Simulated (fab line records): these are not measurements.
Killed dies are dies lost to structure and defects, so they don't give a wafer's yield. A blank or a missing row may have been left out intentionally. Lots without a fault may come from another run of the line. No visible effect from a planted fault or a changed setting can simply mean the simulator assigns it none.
Chamber matching / flow nand_harc / NHARC_A_STAIRCASE_TRIM_187 on rie_diel-03: 4 sister chambers
The step chemistry O2, time 211.2 s. 18 wafers are shown with their chamber, then 9 later ones without.

== WAFERS, EACH WITH ITS CHAMBER ==
wafer=L078.1; chamber=0; drypump_motor_current_A (A)=5.1; showerhead_plenum_p_Torr (Torr)=3.51; oes_product_au (a.u.)=1.005
wafer=L078.4; chamber=1; drypump_motor_current_A (A)=4.9; showerhead_plenum_p_Torr (Torr)=3.60; oes_product_au (a.u.)=1.003
wafer=L078.6; chamber=3; drypump_motor_current_A (A)=6.0; showerhead_plenum_p_Torr (Torr)=3.50; oes_product_au (a.u.)=1.014
wafer=L079.3; chamber=3; drypump_motor_current_A (A)=6.1; showerhead_plenum_p_Torr (Torr)=3.50; oes_product_au (a.u.)=1.009
wafer=L079.4; chamber=0; drypump_motor_current_A (A)=5.1; showerhead_plenum_p_Torr (Torr)=3.51; oes_product_au (a.u.)=1.019
wafer=L079.6; chamber=2; drypump_motor_current_A (A)=5.2; showerhead_plenum_p_Torr (Torr)=3.64; oes_product_au (a.u.)=1.022
wafer=L082.2; chamber=1; drypump_motor_current_A (A)=4.9; showerhead_plenum_p_Torr (Torr)=3.60; oes_product_au (a.u.)=0.981
wafer=L082.5; chamber=0; drypump_motor_current_A (A)=5.1; showerhead_plenum_p_Torr (Torr)=3.51; oes_product_au (a.u.)=0.999
wafer=L082.6; chamber=3; drypump_motor_current_A (A)=6.0; showerhead_plenum_p_Torr (Torr)=3.50; oes_product_au (a.u.)=1.001
wafer=L081.1; chamber=0; drypump_motor_current_A (A)=5.1; showerhead_plenum_p_Torr (Torr)=3.51; oes_product_au (a.u.)=0.996
wafer=L081.2; chamber=1; drypump_motor_current_A (A)=4.9; showerhead_plenum_p_Torr (Torr)=3.59; oes_product_au (a.u.)=0.997
wafer=L081.4; chamber=3; drypump_motor_current_A (A)=6.1; showerhead_plenum_p_Torr (Torr)=3.49; oes_product_au (a.u.)=1.007
wafer=L084.3; chamber=3; drypump_motor_current_A (A)=6.0; showerhead_plenum_p_Torr (Torr)=3.49; oes_product_au (a.u.)=1.025
wafer=L084.4; chamber=2; drypump_motor_current_A (A)=5.2; showerhead_plenum_p_Torr (Torr)=3.63; oes_product_au (a.u.)=1.001
wafer=L084.5; chamber=2; drypump_motor_current_A (A)=5.2; showerhead_plenum_p_Torr (Torr)=3.63; oes_product_au (a.u.)=1.004
wafer=L087.1; chamber=0; drypump_motor_current_A (A)=5.1; showerhead_plenum_p_Torr (Torr)=3.50; oes_product_au (a.u.)=1.003
wafer=L087.5; chamber=0; drypump_motor_current_A (A)=5.1; showerhead_plenum_p_Torr (Torr)=3.50; oes_product_au (a.u.)=1.001
wafer=L087.6; chamber=3; drypump_motor_current_A (A)=6.1; showerhead_plenum_p_Torr (Torr)=3.49; oes_product_au (a.u.)=1.019

SIGNATURES (means of the wafers above)
reading=drypump_motor_current_A; chamber 0=5.100; chamber 1=4.900; chamber 2=5.200; chamber 3=6.050; scatter within a chamber=0.0327
reading=showerhead_plenum_p_Torr; chamber 0=3.5067; chamber 1=3.5967; chamber 2=3.6333; chamber 3=3.4950; scatter within a chamber=0.00546
reading=oes_product_au; chamber 0=1.00383; chamber 1=0.99367; chamber 2=1.00900; chamber 3=1.01250; scatter within a chamber=0.00932
Rule: a wafer's distance from a chamber is the root of the sum, over the readings, of the square of ((its reading less the chamber's mean) divided by the reading's scatter). If the next closest chamber is less than 2 further off than the closest, the wafer can't be placed; otherwise it belongs to the closest. The scatter: the root of (the sum of the squares of (reading less its chamber's mean) over the shown wafers, divided by (wafers less chambers)).

== WAFERS WITH NO CHAMBER GIVEN ==
wafer=L089.1; drypump_motor_current_A (A)=6.1; showerhead_plenum_p_Torr (Torr)=3.49; oes_product_au (a.u.)=1.024
wafer=L089.3; drypump_motor_current_A (A)=5.2; showerhead_plenum_p_Torr (Torr)=3.62; oes_product_au (a.u.)=1.003
wafer=L089.4; drypump_motor_current_A (A)=5.1; showerhead_plenum_p_Torr (Torr)=3.50; oes_product_au (a.u.)=1.006
wafer=L090.4; drypump_motor_current_A (A)=5.2; showerhead_plenum_p_Torr (Torr)=3.62; oes_product_au (a.u.)=1.008
wafer=L090.5; drypump_motor_current_A (A)=5.2; showerhead_plenum_p_Torr (Torr)=3.62; oes_product_au (a.u.)=1.006
wafer=L090.6; drypump_motor_current_A (A)=6.1; showerhead_plenum_p_Torr (Torr)=3.48; oes_product_au (a.u.)=1.024
wafer=L091.2; drypump_motor_current_A (A)=5.2; showerhead_plenum_p_Torr (Torr)=3.62; oes_product_au (a.u.)=1.004
wafer=L091.4; drypump_motor_current_A (A)=4.9; showerhead_plenum_p_Torr (Torr)=3.58; oes_product_au (a.u.)=1.000
wafer=L091.5; drypump_motor_current_A (A)=5.2; showerhead_plenum_p_Torr (Torr)=3.62; oes_product_au (a.u.)=1.004

== EACH ONE'S CHAMBER ==
wafer=L089.1; from the rows above=3; in truth=3
wafer=L089.3; from the rows above=2; in truth=2
wafer=L089.4; from the rows above=0; in truth=0
wafer=L090.4; from the rows above=2; in truth=2
wafer=L090.5; from the rows above=2; in truth=2
wafer=L090.6; from the rows above=3; in truth=3
wafer=L091.2; from the rows above=2; in truth=2
wafer=L091.4; from the rows above=1; in truth=1
wafer=L091.5; from the rows above=2; in truth=2
Correctly placed: 9 of 9. Can't be placed from these rows: 0. Placed wrongly: 0.
